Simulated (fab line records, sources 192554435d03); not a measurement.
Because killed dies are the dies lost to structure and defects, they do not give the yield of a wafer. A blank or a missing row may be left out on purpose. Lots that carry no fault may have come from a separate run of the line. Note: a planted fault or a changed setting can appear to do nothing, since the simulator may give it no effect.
Problem report in the 8D (eight disciplines) form, filled by code -- flow n5Finfet -- the parts of the form that need people (team, actions taken, sign-off) are left out

## 1. WHAT WENT WRONG
N5_BEOL_M0_ETCH_138, etchRfOnTimeS: mean 44.7 s over 1 wafer from 1 lot; wafers with no fault: 29.1 s, standard deviation 0.67. Relative to the usual mean, that is a shift of +23 standard deviations.
The step: etches SiCN in CH3F/O2, target depth 12 nm, time 31.6 s.
First observed at day 9 06:57: wafer L729.1, on rieDiel-06. At this step, 24 wafers from 8 lots have a number in the record. The rule behind "out" and "out of limits": a value lying over 4 standard deviations away from the usual mean. Any other wafer with a number is counted as sound.

## 2. WHAT IT IS, AND WHAT IT ISN'T
question,is,is not
which readings at this step,etchRfOnTimeS,"drypumpMotorCurrentA, rfVppV, showerheadPlenumPTorr, throttleValvePct"
which lots,L729,"L717, L719, L730, L734, L736, L737, L738"
which wafers of those lots,L729.1,"L729.3, L729.4"
read on which tools,rieDiel-06,"rieDiel-02, rieDiel-04"
when,from day 9 06:57,"up to then (8 sound wafers); but 15 sound wafers of L730, L734, L736, L737, L738 came after"

## 3. WHAT RULES OUT EACH SUSPECT
Counting: a tool at a process step up to the reading stays a suspect if it ran every lot that is out. Sound lots after the first of them don't rule it out here, since some wafers of a struck lot are sound.
- rieDiel-05 at N5_BEOL_M0_SAQP_ETCH_88 (etches underlayer in N2/H2, target depth 6.5 nm, time 5.2 s): kept. The lot that is out, L729, ran on it at day 9 05:23; the last sound lot it ran before that was L719, at day 6 21:09.
- rieDiel-06 at N5_BEOL_M0_CUTY_ETCH_63 (etches SOC in N2/H2, target depth 82.7 nm, overetch 16.5 nm, time 124 s): kept. The lot that is out, L729, ran on it at day 9 06:50; the last sound lot it ran before that was L719, at day 6 22:28.
- rieDiel-06 at N5_BEOL_M0_ETCH_138 (etches SiCN in CH3F/O2, target depth 12 nm, time 31.6 s): kept. The lot that is out, L729, ran on it at day 9 06:57; the last sound lot it ran before that was L719, at day 6 22:35. Out on those wafers are its own readings of etchRfOnTimeS.
- In rieDiel-05 at N5_BEOL_M0_SAQP_ETCH_88, the wafers that are out were processed in chamber 2 and their sound lot-mates in chambers 1, 3.
- In rieDiel-06 at N5_BEOL_M0_CUTY_ETCH_63, the wafers that are out were processed in chamber 0 and their sound lot-mates in chambers 1, 2.
- In rieDiel-06 at N5_BEOL_M0_ETCH_138, the wafers that are out were processed in chamber 0 and their sound lot-mates in chambers 1, 2.
rieDiel-05 at N5_BEOL_M0_SAQP_ETCH_88, rieDiel-06 at N5_BEOL_M0_CUTY_ETCH_63 and rieDiel-06 at N5_BEOL_M0_ETCH_138 are what is left after counting.

## 4. THE CAUSE (what the simulator had put in)
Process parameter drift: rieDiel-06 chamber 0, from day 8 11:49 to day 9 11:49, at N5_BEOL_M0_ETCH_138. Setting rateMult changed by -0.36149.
This tool is one of the 3 suspects left after counting.

## 5. THE CHAIN OF EFFECTS, in route order
One row per reading whose mean, taken over the struck wafers that have a number, lies over 3 standard deviations from the usual. Scope: only readings with a usual standard deviation given in the record; hours: median across lots of the time from each lot's start at the first step in this table that gives one to its start at this step; sigmas: change in usual standard deviations.
hours,step,reading,usual,on struck wafers,change,sigmas
0,N5_BEOL_M0_ETCH_138,etchRfOnTimeS,29.1 s,44.7,+15.6,+23
The process steps in it:
- N5_BEOL_M0_ETCH_138: etches SiCN in CH3F/O2, target depth 12 nm, time 31.6 s.
Later steps that measure or inspect, where all struck wafers having a row at the step show a number for every such reading and not one has moved that far: N5_BEOL_M0_OCD_MEAS_108, N5_BEOL_M4_RC_MEAS_101.

## 6. HOW IT WOULD HAVE BEEN CAUGHT EARLIER
In this record no reading fell out of limits until day 9 06:57, 19 hours after the fault had begun at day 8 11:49.
